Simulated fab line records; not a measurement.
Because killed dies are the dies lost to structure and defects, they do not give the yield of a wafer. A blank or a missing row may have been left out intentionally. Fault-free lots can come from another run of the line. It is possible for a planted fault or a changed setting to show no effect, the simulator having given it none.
8D (eight disciplines) problem report, filled in by code + flow n5-finfet + the parts of the form that need people (team, actions taken, sign-off) are left out

## 1. THE ISSUE
Wafers without a fault read 91.3 s, standard deviation 0.49; run-length-s at N5_BEOL_M13_ETCH_59 reads a mean of 80.5 s on 3 wafers belonging to 2 lots. That puts it -22 standard deviations away from the usual mean.
The step: etches BARC in N2/H2, target depth 89 nm, overetch 26.7 nm, time 67.9 s.
The first sign was on wafer L582.4 at day 12 02:17, on rie-diel-02. The record holds 30 wafers of 10 lots with a number at this step. By rule, "out" or "out of limits" means more than 4 standard deviations away from the usual mean. The rest of the wafers with a number are treated as sound.

## 2. WHAT IT IS AND WHAT IT IS NOT
| question                    | is                     | is not                                                                                             |
|-----------------------------|------------------------|----------------------------------------------------------------------------------------------------|
| which readings at this step | run-length-s           | drypump-motor-current-A, oes-product-au, rf-vpp-V, showerhead-plenum-p-Torr, throttle-valve-pct    |
| which lots                  | L582, L588             | L577, L578, L579, L591, L595, L597, L598, L599                                                     |
| which wafers of those lots  | L582.4, L588.2, L588.4 | L582.1, L582.5, L588.1                                                                             |
| read on which tools         | rie-diel-02            | rie-diel-01, rie-diel-04                                                                           |
| when                        | from day 12 02:17      | up to then (11 sound wafers); but 16 sound wafers of L588, L591, L595, L597, L598, L599 came after |

## 3. WHAT RULES OUT EACH SUSPECT
Counting: any tool at a process step up to the reading remains a suspect provided it ran every lot that is out. Sound lots after the first of them don't rule it out here, since some wafers of a struck lot are sound.
- pvd-sputter-02 at N5_BEOL_M12_SPUTTER_43 (material TaN, target thk 15 nm, time 24.19 s): kept. Every lot that is out went through it, the first being L582 (day 12 00:11); the last sound lot it ran before that was L579 (day 11 15:00).
- rie-diel-02 at N5_BEOL_M13_DESCUM_15 (chemistry O2, time 7.9 s): kept. Every lot that is out went through it, the first being L582 (day 12 02:14); the last sound lot it ran before that was L579 (day 11 17:05).
- rie-diel-02 at N5_BEOL_M13_ETCH_59 (etches BARC in N2/H2, target depth 89 nm, overetch 26.7 nm, time 67.9 s): kept. Every lot that is out went through it, the first being L582 (day 12 02:17); the last sound lot it ran before that was L579 (day 11 17:07). Its own run-length-s readings are out on those wafers.
After the count, these remain: pvd-sputter-02 at N5_BEOL_M12_SPUTTER_43, rie-diel-02 at N5_BEOL_M13_DESCUM_15 and rie-diel-02 at N5_BEOL_M13_ETCH_59.

## 4. THE CAUSE (what the simulator had put in)
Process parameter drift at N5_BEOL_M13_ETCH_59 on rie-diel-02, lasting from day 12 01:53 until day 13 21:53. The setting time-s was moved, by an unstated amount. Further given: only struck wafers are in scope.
3 suspects survive the count, and this tool is in that group.

## 5. SEQUENCE OF EFFECTS, ordered by route
Each row: a reading where the mean over the struck wafers with a number is more than 3 standard deviations away from the usual. Only readings whose record carries a usual standard deviation are examined. hours: median over the lots of the time between each lot's start at the first step of this table that gives one and its start at this step. sigmas: the change, counted in usual standard deviations.
| hours | step                | reading      | usual  | on struck wafers | change | sigmas |
|-------|---------------------|--------------|--------|------------------|--------|--------|
| 0     | N5_BEOL_M13_ETCH_59 | run-length-s | 91.3 s | 80.5             | -10.8  | -22    |
Its process steps:
- N5_BEOL_M13_ETCH_59: etches BARC in N2/H2, target depth 89 nm, overetch 26.7 nm, time 67.9 s.

## 6. HOW IT WOULD HAVE BEEN CAUGHT EARLIER
First out-of-limits reading in this record: day 12 02:17, which is 0 hours after fault onset at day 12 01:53.
